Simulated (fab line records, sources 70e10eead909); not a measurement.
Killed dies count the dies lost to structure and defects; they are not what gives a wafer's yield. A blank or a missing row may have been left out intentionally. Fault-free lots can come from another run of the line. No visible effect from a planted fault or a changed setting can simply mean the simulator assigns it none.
Which tool did it? + flow nand-harc + Sampling: 24 lots, 72 wafers, 6 of 1159 route steps

WHAT THE GAUGES SHOWED, per wafer
NHARC_P_START_INSPECT_01. Usual: 3.6 for raw-defect-count, sd 1.9.
| lot  | measured    | on                | raw-defect-count | flag |
|------|-------------|-------------------|------------------|------|
| L074 | day 1 12:02 | defect-inspect-01 | 4 1 3            |      |
| L075 | day 1 18:02 | defect-inspect-02 | 3 5 2            |      |
| L076 | day 2 00:02 | defect-inspect-02 | 6 1 5            |      |
| L077 | day 2 06:02 | defect-inspect-02 | 2 3 4            |      |
| L078 | day 2 12:02 | defect-inspect-01 | 3 3 5            |      |
| L079 | day 2 18:02 | defect-inspect-02 | 7 4 4            |      |
| L080 | day 3 00:02 | defect-inspect-01 | 5 3 2            |      |
| L081 | day 3 06:02 | defect-inspect-02 | 7 4 2            |      |
| L082 | day 3 12:02 | defect-inspect-01 | 4 6 1            |      |
| L083 | day 3 18:02 | defect-inspect-02 | 4 6 4            |      |
| L084 | day 4 00:03 | defect-inspect-02 | 4 2 7            |      |
| L085 | day 4 06:02 | defect-inspect-01 | 6 5 4            |      |
| L086 | day 4 12:02 | defect-inspect-02 | 3 1 3            |      |
| L087 | day 4 18:02 | defect-inspect-01 | 2 2 5            |      |
| L088 | day 5 00:02 | defect-inspect-02 | 1 5 3            |      |
| L089 | day 5 06:02 | defect-inspect-02 | 3 4 6            |      |
| L090 | day 5 12:02 | defect-inspect-01 | 3 6 3            |      |
| L091 | day 5 18:02 | defect-inspect-02 | 0 4 3            |      |
| L092 | day 6 00:02 | defect-inspect-01 | 2 2 3            |      |
| L093 | day 6 06:02 | defect-inspect-01 | 3 3 2            |      |
| L094 | day 6 12:02 | defect-inspect-02 | 5 0 0            |      |
| L095 | day 6 18:02 | defect-inspect-02 | 8 4 1            |      |
| L096 | day 7 00:02 | defect-inspect-02 | 5 5 0            |      |
| L097 | day 7 06:02 | defect-inspect-01 | 4 2 9            |      |

NHARC_P_CONTACT_CD_MEAS_19. Usual: 89.9 nm for cd-nm, sd 1.9.
| lot  | measured     | on        | cd-nm (nm)     | flag |
|------|--------------|-----------|----------------|------|
| L074 | day 5 15:04  | cd-sem-03 | 91.5 90.8 91.2 |      |
| L075 | day 6 01:00  | cd-sem-03 | 90.1 88.0 88.0 |      |
| L076 | day 6 01:33  | cd-sem-03 | 88.5 92.5 92.5 |      |
| L077 | day 6 08:43  | cd-sem-02 | 89.7 87.9 89.2 |      |
| L078 | day 6 16:35  | cd-sem-02 | 90.7 92.0 88.8 |      |
| L079 | day 7 08:07  | cd-sem-01 | 90.8 94.5 93.0 |      |
| L080 | day 7 06:15  | cd-sem-01 | 88.9 89.9 90.9 |      |
| L081 | day 7 04:56  | cd-sem-02 | 87.2 84.5 86.6 |      |
| L082 | day 7 15:17  | cd-sem-01 | 88.8 88.2 90.1 |      |
| L083 | day 7 19:18  | cd-sem-03 | 87.8 90.7 87.8 |      |
| L084 | day 7 19:58  | cd-sem-02 | 89.6 91.0 89.3 |      |
| L085 | day 9 03:08  | cd-sem-02 | 92.7 87.1 91.5 |      |
| L086 | day 8 22:08  | cd-sem-01 | 88.8 92.2 90.5 |      |
| L087 | day 8 20:48  | cd-sem-01 | 92.7 89.1 92.0 |      |
| L088 | day 9 07:44  | cd-sem-02 | 89.1 91.2 90.7 |      |
| L089 | day 9 13:44  | cd-sem-03 | 88.4 89.2 92.0 |      |
| L090 | day 9 12:37  | cd-sem-01 | 89.6 88.3 90.1 |      |
| L091 | day 9 22:25  | cd-sem-03 | 89.2 90.6 91.1 |      |
| L092 | day 10 11:23 | cd-sem-02 | 89.0 91.9 89.4 |      |
| L093 | day 10 06:14 | cd-sem-03 | 87.8 91.6 88.6 |      |
| L094 | day 10 04:42 | cd-sem-01 | 86.1 86.7 88.0 |      |
| L095 | day 10 22:36 | cd-sem-01 | 90.5 88.8 89.6 |      |
| L096 | day 10 22:58 | cd-sem-01 | 88.5 88.0 88.5 |      |
| L097 | day 11 11:17 | cd-sem-02 | 91.3 91.6 93.8 |      |

NHARC_P_M2_CD_MEAS_16. Usual: 169.7 nm for cd-nm, sd 0.74.
| lot  | measured     | on        | cd-nm (nm)        | flag |
|------|--------------|-----------|-------------------|------|
| L074 | day 6 07:53  | cd-sem-01 | 169.0 168.9 170.3 |      |
| L075 | day 6 16:57  | cd-sem-01 | 169.2 168.2 168.2 |      |
| L076 | day 6 17:20  | cd-sem-01 | 169.4 170.5 170.0 |      |
| L077 | day 7 02:40  | cd-sem-02 | 169.2 169.6 170.0 |      |
| L078 | day 7 04:06  | cd-sem-01 | 169.5 169.8 169.9 |      |
| L079 | day 7 22:08  | cd-sem-01 | 171.1 171.5 171.6 |      |
| L080 | day 7 20:58  | cd-sem-02 | 170.0 169.2 169.8 |      |
| L081 | day 7 19:41  | cd-sem-03 | 168.8 168.5 169.1 |      |
| L082 | day 8 03:37  | cd-sem-02 | 169.5 170.2 169.4 |      |
| L083 | day 8 07:09  | cd-sem-02 | 171.0 170.1 169.4 |      |
| L084 | day 8 12:07  | cd-sem-01 | 168.7 170.1 169.5 |      |
| L085 | day 10 05:55 | cd-sem-03 | 169.9 169.8 169.3 |      |
| L086 | day 9 09:54  | cd-sem-03 | 168.0 169.2 169.2 |      |
| L087 | day 9 08:53  | cd-sem-01 | 170.0 169.4 170.0 |      |
| L088 | day 10 07:25 | cd-sem-03 | 169.1 169.8 170.0 |      |
| L089 | day 10 14:37 | cd-sem-01 | 170.5 170.3 169.9 |      |
| L090 | day 10 13:54 | cd-sem-01 | 169.2 170.1 169.5 |      |
| L091 | day 10 15:28 | cd-sem-03 | 169.6 168.2 169.7 |      |
| L092 | day 11 01:40 | cd-sem-02 | 169.8 169.2 168.5 |      |
| L093 | day 11 01:16 | cd-sem-01 | 168.8 169.2 169.3 |      |
| L094 | day 10 23:22 | cd-sem-01 | 168.8 169.6 168.1 |      |
| L095 | day 11 14:23 | cd-sem-02 | 169.3 169.9 169.6 |      |
| L096 | day 11 15:11 | cd-sem-03 | 169.6 170.5 169.6 |      |
| L097 | day 11 23:42 | cd-sem-01 | 169.9 170.6 169.6 |      |

NHARC_P_BONDPAD_CD_MEAS_13. Usual: 499.4 nm for cd-nm, sd 2.2.
| lot  | measured     | on        | cd-nm (nm)        | flag |
|------|--------------|-----------|-------------------|------|
| L074 | day 6 12:20  | cd-sem-03 | 500.7 501.9 500.4 |      |
| L075 | day 6 21:32  | cd-sem-02 | 495.4 497.6 498.6 |      |
| L076 | day 6 22:16  | cd-sem-02 | 500.5 500.0 497.7 |      |
| L077 | day 7 07:29  | cd-sem-01 | 501.6 501.7 502.2 |      |
| L078 | day 7 09:01  | cd-sem-02 | 499.0 499.8 501.2 |      |
| L079 | day 8 02:56  | cd-sem-03 | 496.9 496.8 499.3 |      |
| L080 | day 8 01:34  | cd-sem-03 | 500.2 497.9 497.6 |      |
| L081 | day 8 00:20  | cd-sem-02 | 496.5 499.1 499.4 |      |
| L082 | day 8 08:15  | cd-sem-03 | 497.4 498.3 497.0 |      |
| L083 | day 8 11:49  | cd-sem-03 | 498.8 501.4 499.9 |      |
| L084 | day 8 16:55  | cd-sem-01 | 502.5 500.4 500.1 |      |
| L085 | day 10 10:40 | cd-sem-02 | 500.2 502.2 498.9 |      |
| L086 | day 9 14:40  | cd-sem-02 | 495.7 497.0 494.8 |      |
| L087 | day 9 13:20  | cd-sem-02 | 498.7 502.0 496.0 |      |
| L088 | day 10 12:02 | cd-sem-02 | 496.7 497.8 499.2 |      |
| L089 | day 10 19:08 | cd-sem-01 | 500.9 502.2 500.5 |      |
| L090 | day 10 18:25 | cd-sem-01 | 500.2 498.8 495.1 |      |
| L091 | day 10 20:14 | cd-sem-01 | 497.9 495.9 497.1 |      |
| L092 | day 11 06:14 | cd-sem-01 | 501.7 499.4 502.0 |      |
| L093 | day 11 05:44 | cd-sem-03 | 502.1 501.1 501.6 |      |
| L094 | day 11 03:57 | cd-sem-03 | 498.3 499.6 497.3 |      |
| L095 | day 11 19:20 | cd-sem-01 | 503.4 504.0 500.9 |      |
| L096 | day 11 19:49 | cd-sem-02 | 496.8 499.1 501.3 |      |
| L097 | day 12 04:29 | cd-sem-01 | 501.3 502.2 500.2 |      |

NHARC_A_ONON_D1_THK_MEAS_05: measures by ellipsometry. Usual: 1001 nm for thk-nm, sd 15.
| lot  | measured     | on            | thk-nm (nm)    | flag |
|------|--------------|---------------|----------------|------|
| L074 | day 7 15:22  | film-metro-01 | 1006 1006 1007 |      |
| L075 | day 8 00:45  | film-metro-01 | 988 988 990    |      |
| L076 | day 8 00:44  | film-metro-01 | 1005 1003 1005 |      |
| L077 | day 8 10:31  | film-metro-02 | 994 995 994    |      |
| L078 | day 8 10:32  | film-metro-01 | 1015 1015 1017 |      |
| L079 | day 9 05:37  | film-metro-02 | 1000 998 998   |      |
| L080 | day 9 05:35  | film-metro-01 | 1015 1015 1016 |      |
| L081 | day 9 05:34  | film-metro-02 | 1007 1007 1008 |      |
| L082 | day 9 12:52  | film-metro-02 | 985 987 987    |      |
| L083 | day 9 12:53  | film-metro-02 | 1006 1006 1007 |      |
| L084 | day 9 22:19  | film-metro-02 | 962 964 965    |      |
| L085 | day 11 13:35 | film-metro-01 | 974 973 974    |      |
| L086 | day 10 16:10 | film-metro-01 | 989 990 989    |      |
| L087 | day 10 16:10 | film-metro-02 | 1020 1019 1020 |      |
| L088 | day 11 13:35 | film-metro-02 | 1013 1012 1011 |      |
| L089 | day 11 21:17 | film-metro-02 | 1006 1006 1006 |      |
| L090 | day 11 21:19 | film-metro-01 | 1007 1006 1007 |      |
| L091 | day 11 21:17 | film-metro-01 | 991 993 991    |      |
| L092 | day 12 06:45 | film-metro-01 | 1004 1003 1005 |      |
| L093 | day 12 06:46 | film-metro-01 | 1025 1022 1021 |      |
| L094 | day 12 06:46 | film-metro-02 | 1019 1020 1020 |      |
| L095 | day 12 21:38 | film-metro-01 | 979 979 979    |      |
| L096 | day 12 21:39 | film-metro-02 | 1004 1005 1005 |      |
| L097 | day 13 08:36 | film-metro-01 | 1010 1008 1011 |      |

WHAT TOOL EACH LOT RAN ON (gives the tool, then ch and the chambers of the sampled wafers, and finally the start)
| lot  | NHARC_P_CONTACT_DEP_30          |
|------|---------------------------------|
| L074 | pecvd-01 ch 1,2, day 5 12:19    |
| L075 | pecvd-02 ch 0,1,2, day 5 22:30  |
| L076 | pecvd-01 ch 0,1,2, day 5 22:57  |
| L077 | pecvd-03 ch 0,1, day 6 05:33    |
| L078 | pecvd-01 ch 1,2, day 6 14:05    |
| L079 | pecvd-03 ch 0,1, day 7 05:42    |
| L080 | pecvd-03 ch 0,2, day 7 03:40    |
| L081 | pecvd-01 ch 0,1,2, day 7 02:25  |
| L082 | pecvd-01 ch 0,1,2, day 7 12:41  |
| L083 | pecvd-01 ch 0,1,2, day 7 16:44  |
| L084 | pecvd-03 ch 1,2, day 7 17:23    |
| L085 | pecvd-03 ch 0,1,2, day 9 00:32  |
| L086 | pecvd-01 ch 0,1, day 8 19:08    |
| L087 | pecvd-02 ch 0,2, day 8 18:12    |
| L088 | pecvd-01 ch 0,2, day 9 05:00    |
| L089 | pecvd-01 ch 0,2, day 9 10:53    |
| L090 | pecvd-03 ch 0,1, day 9 10:09    |
| L091 | pecvd-03 ch 0,1,2, day 9 19:58  |
| L092 | pecvd-02 ch 0,1, day 10 08:47   |
| L093 | pecvd-03 ch 1,2, day 10 03:38   |
| L094 | pecvd-02 ch 0,1,2, day 10 02:08 |
| L095 | pecvd-01 ch 0,2, day 10 19:57   |
| L096 | pecvd-03 ch 0,2, day 10 20:18   |
| L097 | pecvd-03 ch 0,1,2, day 11 08:56 |
- NHARC_P_CONTACT_DEP_30: deposits SiNx, target thk 30 nm.

WHAT THE TOOLS THEMSELVES READ (means of the sampled wafers that have a number; where no wafer has one, the mark that the record gives instead)
NHARC_P_CONTACT_DEP_30. Usual: heater-power-w 700 W, standard deviation 69; rf-fwd-power-W 448.8 W, standard deviation 1.5.
| lot  | tool     | heater-power-w (W) | rf-fwd-power-W (W) | flag |
|------|----------|--------------------|--------------------|------|
| L074 | pecvd-01 | 746                | 448.5              |      |
| L075 | pecvd-02 | 688                | 448.5              |      |
| L076 | pecvd-01 | 712                | 450.0              |      |
| L077 | pecvd-03 | 709                | 448.6              |      |
| L078 | pecvd-01 | 727                | 449.0              |      |
| L079 | pecvd-03 | 730                | 448.3              |      |
| L080 | pecvd-03 | 710                | 450.3              |      |
| L081 | pecvd-01 | 717                | 447.8              |      |
| L082 | pecvd-01 | 719                | 449.1              |      |
| L083 | pecvd-01 | 739                | 449.3              |      |
| L084 | pecvd-03 | 665                | 448.0              |      |
| L085 | pecvd-03 | 681                | 449.0              |      |
| L086 | pecvd-01 | 673                | 449.0              |      |
| L087 | pecvd-02 | 711                | 448.5              |      |
| L088 | pecvd-01 | 779                | 449.2              |      |
| L089 | pecvd-01 | 704                | 448.2              |      |
| L090 | pecvd-03 | 653                | 448.4              |      |
| L091 | pecvd-03 | 657                | 449.0              |      |
| L092 | pecvd-02 | 715                | 448.5              |      |
| L093 | pecvd-03 | 631                | 448.9              |      |
| L094 | pecvd-02 | 706                | 448.7              |      |
| L095 | pecvd-01 | 665                | 449.2              |      |
| L096 | pecvd-03 | 725                | 448.5              |      |
| L097 | pecvd-03 | 663                | 447.6              |      |

THE ANSWER, worked out from the rows above alone
Rule: a lot is off if the mean of its wafers that have a number lies more than 3 standard deviations from the usual mean. A lot without any number at a reading at which 4 lots or more have one is off too. All remaining lots with rows at the step are treated as sound. First the gauges in route order, then the tools' own readings, where a lot's mean is used as printed above. At the first step where some lot is off, the reading lying furthest off is the one used; lots without a number count as furthest.
None of the lots is off at any reading shown; this tells nothing.

WHAT THE SIMULATOR HAD PUT IN
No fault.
